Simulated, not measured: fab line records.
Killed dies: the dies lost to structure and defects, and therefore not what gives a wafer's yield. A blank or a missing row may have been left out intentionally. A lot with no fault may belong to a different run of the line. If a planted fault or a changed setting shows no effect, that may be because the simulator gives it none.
Matching of chambers -- flow nand harc -- 4 sister chambers for NHARC_A_CHANNEL_FILL_D2_ETCHBACK_08 on rie diel-11
The step etches the open film in C4F8, target depth 220 nm, time 110 s. 4 wafers are shown with their chamber, then 7 later ones without.

## WAFERS WITH THEIR CHAMBER
wafer,chamber,rf vpp V (V)
L598.6,0,438.7
L599.5,1,441.4
L602.1,3,438.2
L602.2,2,440.8

## WAFERS WHOSE CHAMBER IS MISSING
wafer,rf vpp V (V)
L602.4,439.2
L601.1,441.3
L601.3,440.2
L601.5,441.5
L603.1,437.4
L603.4,438.3
L603.6,442.8

## EACH ONE'S CHAMBER
wafer,from the rows above,in truth
L602.4,can't be placed: 0 or 3 or 2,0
L601.1,can't be placed: 1 or 2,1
L601.3,can't be placed: 2 or 1 or 0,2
L601.5,can't be placed: 1 or 2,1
L603.1,can't be placed: 3 or 0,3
L603.4,can't be placed: 3 or 0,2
L603.6,can't be placed: 1 or 2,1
0 of 7 placed correctly. Not placeable from these rows: 7 (in 6, the candidates include the true chamber). Number placed wrongly: 0.
How it was worked out, from the rows above alone: a wafer's distance from a chamber is the root of the sum, over the readings, of the square of ((its reading less the chamber's mean) divided by the reading's scatter). The wafer belongs to the nearest chamber; if the next one is less than 2 further off, it can't be placed. For every chamber, the mean is computed from those of its wafers that are shown. The scatter: root of mean squared gap, hidden wafer to nearest shown wafer, with one shown wafer a chamber.
